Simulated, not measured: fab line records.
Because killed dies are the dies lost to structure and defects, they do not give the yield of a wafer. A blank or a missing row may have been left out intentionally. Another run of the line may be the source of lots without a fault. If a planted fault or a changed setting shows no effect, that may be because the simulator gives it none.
Lot-split experiment | flow n5Finfet | route with 1938 steps; 7 lots, 21 wafers read

== ABOUT THE SPLIT ==
At N5_GATE_CUT_EXPOSE_10 (exposes mask GATE CUT, target cd 20 nm), the setting doseMj was moved away from the recipe's 43.25 on 4 of the 21 wafers read, by -3.4% to +5.7%. The other wafers ran this setting at the recipe's value.

== FROM THE SPLIT TO THE READING: what the file shows between them, 2 steps ==
- N5_GATE_CUT_PEB_11: peb time 60 s
- N5_GATE_CUT_DEVELOP_12: develop time 30 s

== THE READING ==
At N5_GATE_CUT_CD_MEAS_13: cdNm in nanometres, against a target cd of 20 nm. Fault-free wafers of this fab line usually give 19.98 nm, standard deviation 0.25 nm.

wafer  | tool, chamber at the split | doseMj as run | against the recipe | cdNm, nm | against lot-mates on the recipe
L079.1 | euvScanner-02, 0           | 43.25         | recipe             | 20.43    | -
L079.3 | euvScanner-02, 0           | 43.25         | recipe             | 20.23    | -
L079.6 | euvScanner-02, 0           | 43.25         | recipe             | 19.87    | -
L080.1 | euvScanner-01, 0           | 43.25         | recipe             | 20.07    | -
L080.2 | euvScanner-01, 0           | 43.25         | recipe             | 20.00    | -
L080.4 | euvScanner-01, 0           | 43.25         | recipe             | 19.68    | -
L082.3 | euvScanner-02, 0           | 44.11         | +2.0%              | 20.15    | +0.43
L082.4 | euvScanner-02, 0           | 43.25         | recipe             | 19.67    | -
L082.5 | euvScanner-02, 0           | 43.25         | recipe             | 19.77    | -
L083.2 | euvScanner-02, 0           | 43.25         | recipe             | 19.98    | -
L083.3 | euvScanner-02, 0           | 43.25         | recipe             | 20.09    | -
L083.6 | euvScanner-02, 0           | 43.25         | recipe             | 20.11    | -
L090.3 | euvScanner-01, 0           | 43.25         | recipe             | 20.04    | -
L090.5 | euvScanner-01, 0           | 45.7          | +5.7%              | 21.47    | +1.43
L090.6 | euvScanner-01, 0           | 45.7          | +5.7%              | 21.54    | +1.50
L092.1 | euvScanner-01, 0           | 43.25         | recipe             | 20.43    | -
L092.5 | euvScanner-01, 0           | 41.77         | -3.4%              | 19.13    | -1.08
L092.6 | euvScanner-01, 0           | 43.25         | recipe             | 19.99    | -
L096.2 | euvScanner-01, 0           | 43.25         | recipe             | 20.00    | -
L096.3 | euvScanner-01, 0           | 43.25         | recipe             | 20.18    | -
L096.6 | euvScanner-01, 0           | 43.25         | recipe             | 20.20    | -

THE FIT
A straight line over all 21 wafers: cdNm changes by +0.251 nm for each +1% of doseMj; r = +0.91; the points scatter about the line by 0.22 nm.
The same after taking each lot's own level away (the mean of its wafers on the recipe; 21 wafers): +0.267 nm for each +1%; r = +0.96; scatter 0.15 nm.
According to that fit, moving doseMj by its largest amount changes the reading by 1.5 nm.
Measured against the standard deviation above, the lots' own levels, which go from 19.720 to 20.210 nm, span 2.0 times it.
The two slopes agree, so the slope changes little with the lot-to-lot level.
Check: +1.54 nm against its lot-mates is what the line predicts for one of the wafers moved furthest among these (+5.7%) when that wafer is left out of the fit. Against them it came out at +1.43 nm.

== THE WHOLE CHAIN: every reading that the file lists as answering this split, in the file's order ==
step                   | what it does                                                       | reading                                                        | change (the file's fit)               | r (the file's)
N5_GATE_CUT_CD_MEAS_13 | target cd 20 nm                                                    | cdNm                                                           | +0.27 nm for each +1% of the setting  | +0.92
N5_GATE_CUT_DESCUM_18  | chemistry O2, time 7 s                                             | GATE_CUT.cdNm (the simulator's own value, which no gauge read) | +0.235 nm for each +1% of the setting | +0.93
N5_GATE_CUT_ETCH_36    | etches SiARC in CF4, target depth 13 nm, time 21.7 s               | GATE_CUT.cdNm (the simulator's own value, which no gauge read) | +0.267 nm for each +1% of the setting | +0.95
N5_GATE_CUT_ETCH_37    | etches SOC in N2/H2, target depth 60 nm, overetch 12 nm, time 90 s | GATE_CUT.cdNm (the simulator's own value, which no gauge read) | +0.275 nm for each +1% of the setting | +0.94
N5_GATE_CUT_ETCH_19    | etches SiNx in CH3F/O2, target depth 53.7 nm, time 76.7 s          | GATE_CUT.cdNm (the simulator's own value, which no gauge read) | +0.257 nm for each +1% of the setting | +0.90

== FILE'S OWN FIT ==
cdNm changes by +0.27 nm for each +1% of doseMj, r = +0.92.
